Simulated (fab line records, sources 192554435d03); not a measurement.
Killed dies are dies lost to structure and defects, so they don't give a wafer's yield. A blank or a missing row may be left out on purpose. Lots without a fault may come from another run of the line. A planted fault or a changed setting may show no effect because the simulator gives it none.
A struck lot beside a sound one | flow n5_finfet | 36 steps out of a route of 1938
Sound: wafers L163.1, L163.2, L163.3. Struck: wafer L151.4. (L151.1, L151.3 of the same lot were not struck and are left out.) The cause comes at the end.
At each step with rows: each side's tool, then ch and its chambers, then its first start. Under that, the readings that differ: sound wafers | struck wafers | difference of the means | sigmas: that difference in standard deviations of wafers without a fault.
alike: readings whose means differ by less than 2 such deviations, and words and numbers that are the same on both sides. not compared: withheld readings, readings that some wafer has no value for, bounds like >300 that may hide the same value, and numbers for which the record gives no deviation and whose values overlap.
The two part at a step that has a row with sigmas, a row that says differs or no value, or rows on one side only. Numbers that don't overlap but have no deviation are shown without sigmas and don't part them. A reading that every wafer of one side lacks parts them only if that side has two wafers or more.

first, 9 steps without rows for these wafers: N5_MOL_CONTACT_COAG_PRECLEAN_127 (cleans in DIW, time 57.5 s); N5_MOL_CONTACT_COAG_SRD_128 (dry time 32 s); N5_MOL_CONTACT_COAG_CMP_52 (polishes, stops on SiO2, t overpolish 1.5 s, target thk 66.5 nm); N5_MOL_CONTACT_COAG_ANNEAL_112 (time 1800 s); N5_BEOL_M0_SAQP_PECVD_00 (deposits SiCN from 3MS/NH3, target thk 8 nm, time 14 s); N5_BEOL_M0_SAQP_ILD_DEP_01 (deposits SiOC from DEMS/O2, target thk 45.419 nm, time 8.7 s); N5_BEOL_M0_SAQP_HM_DEP_02 (deposits TiN, target thk 12 nm); N5_BEOL_M0_SAQP_PECVD_03 (deposits SiCN from 3MS/NH3, target thk 12 nm, time 21.1 s); N5_BEOL_M0_SAQP_PECVD_96 (deposits a-Si from SiH4/He, target thk 45 nm, time 45.2 s).
N5_BEOL_M0_SAQP_PECVD_97: deposits SiNx from SiH4/NH3/N2, target thk 23 nm, time 19.9 s.
  sound on pecvd-01 ch 0,1,2, day 10 02:53; struck on pecvd-01 ch 0, day 7 02:38
  reading                                         | sound        | struck | difference | sigmas
  heater_power_w (W)                              | 509 464 433  | 604    | +135       | +2
  model.SiNx_of_BEOL_M0_SAQP_PECVD_97.thk_nm (nm) | 22.8 23.2 23 | 26.4   | +3.4       |
  alike: showerhead_plenum_p_Torr, throttle_valve_pct
then, 24 steps without rows for these wafers: N5_BEOL_M0_SAQP_PECVD_04 (deposits a-Si from SiH4/He, target thk 60 nm, time 60.2 s); N5_BEOL_M0_SAQP_HM_DEP_111 (deposits SiO2 from SiH4/N2O, target thk 12 nm, time 7.2 s); N5_BEOL_M0_SAQP_COAT_81 (time 60 s, resist thk 100 nm); N5_BEOL_M0_SAQP_COAT_82 (time 60 s, resist thk 30 nm); N5_BEOL_M0_SAQP_COAT_08 (resist thk 90 nm); N5_BEOL_M0_SAQP_EBR_10; N5_BEOL_M0_SAQP_SOFTBAKE_09 (time 60 s); N5_BEOL_M0_SAQP_EXPOSE_11 (exposes mask M0 CORE, target cd 42 nm); N5_BEOL_M0_SAQP_PEB_12 (peb time 60 s); N5_BEOL_M0_SAQP_DEVELOP_13 (develop time 30 s); N5_BEOL_M0_SAQP_DESCUM_19 (chemistry O2, time 7.9 s); N5_BEOL_M0_SAQP_ETCH_83 (etches SiARC in CF4, target depth 39 nm, time 65 s); N5_BEOL_M0_SAQP_ETCH_84 (etches SOC in N2/H2, target depth 100 nm, overetch 20 nm, time 150 s); N5_BEOL_M0_SAQP_STRIP_80 (strips in N2/H2); N5_BEOL_M0_SAQP_HM_OPEN_112 (chemistry CHF3/O2, target SiO2, stops on a-Si, target depth 12 nm, time 13.5 s); N5_BEOL_M0_SAQP_STRIP_113 (strips in CHF3/O2); N5_BEOL_M0_SAQP_MANDREL_ETCH_20 (etches a-Si in HBr/Cl2, stops on SiNx, target depth 60 nm, bt time 10 s, time 30 s); N5_BEOL_M0_SAQP_STRIP_86 (strips in N2/H2); N5_BEOL_M0_SAQP_STRIP_115 (strips in post etch residue remover, time 60 s); N5_BEOL_M0_SAQP_SRD_93 (time 30 s); N5_BEOL_M0_SAQP_RECESS_114 (chemistry HF/NH3, target SiO2, target depth 14.4 nm, afs cycles 3, sublimation time 60 s); N5_BEOL_M0_SAQP_SPACER1_ALD_98 (deposits SiO2, target thk 12.8 nm, pulse time 1 s, purge time 2 s); N5_BEOL_M0_SAQP_SPACER1_ETCHBACK_99 (etches SiO2 in CHF3/O2, target depth 15.4 nm, time 7.7 s); N5_BEOL_M0_SAQP_MANDREL1_REMOVE_100 (chemistry HBr/Cl2/O2, target a-Si, stops on SiNx, bt time 10 s).
N5_BEOL_M0_SAQP_ETCH_106: etches SOC in N2/H2, stops on SiNx, target depth 150 nm.
  sound on rie_diel-04 ch 0,1,3, day 10 06:40; struck on rie_diel-05 ch 0, day 7 06:00
  reading                                         | sound          | struck | difference | sigmas
  rf_hours_counter_h (h)                          | 188 62 170     | 40     | -100       |
  model.SiNx_of_BEOL_M0_SAQP_PECVD_97.thk_nm (nm) | 15.2 15.6 15.2 | 18.6   | +3.3       |
  alike: drypump_motor_current_A, oes_product_au, rf_vpp_V, showerhead_plenum_p_Torr, throttle_valve_pct
-- the record jumps here: 3 days lie between the struck wafers' starts before and after (it left off in module BEOL_M0_SAQP and takes up again in module BEOL_M4, whose first step shown is number 1111 of the route) --
N5_BEOL_M4_RC_MEAS_101:
  sound on prober-01 ch 0, day 12 13:57; struck on prober-01 ch 0, day 9 20:49
  reading   | sound          | struck | difference | sigmas
  VT_P (mV) | -252 -252 -254 | -246   | +7         | +2
  alike: DIBL_N, DIBL_P, IOFF_N, IOFF_P, ION_N, ION_P, SS_N, SS_P, VT_N

WHERE THEY PART
First at N5_BEOL_M0_SAQP_PECVD_97; last, within this record, at N5_BEOL_M4_RC_MEAS_101.

WHY: what the simulator had put in
Process parameter drift: pecvd-01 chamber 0, from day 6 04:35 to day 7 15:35, at N5_BEOL_M0_SAQP_PECVD_97. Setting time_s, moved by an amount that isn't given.
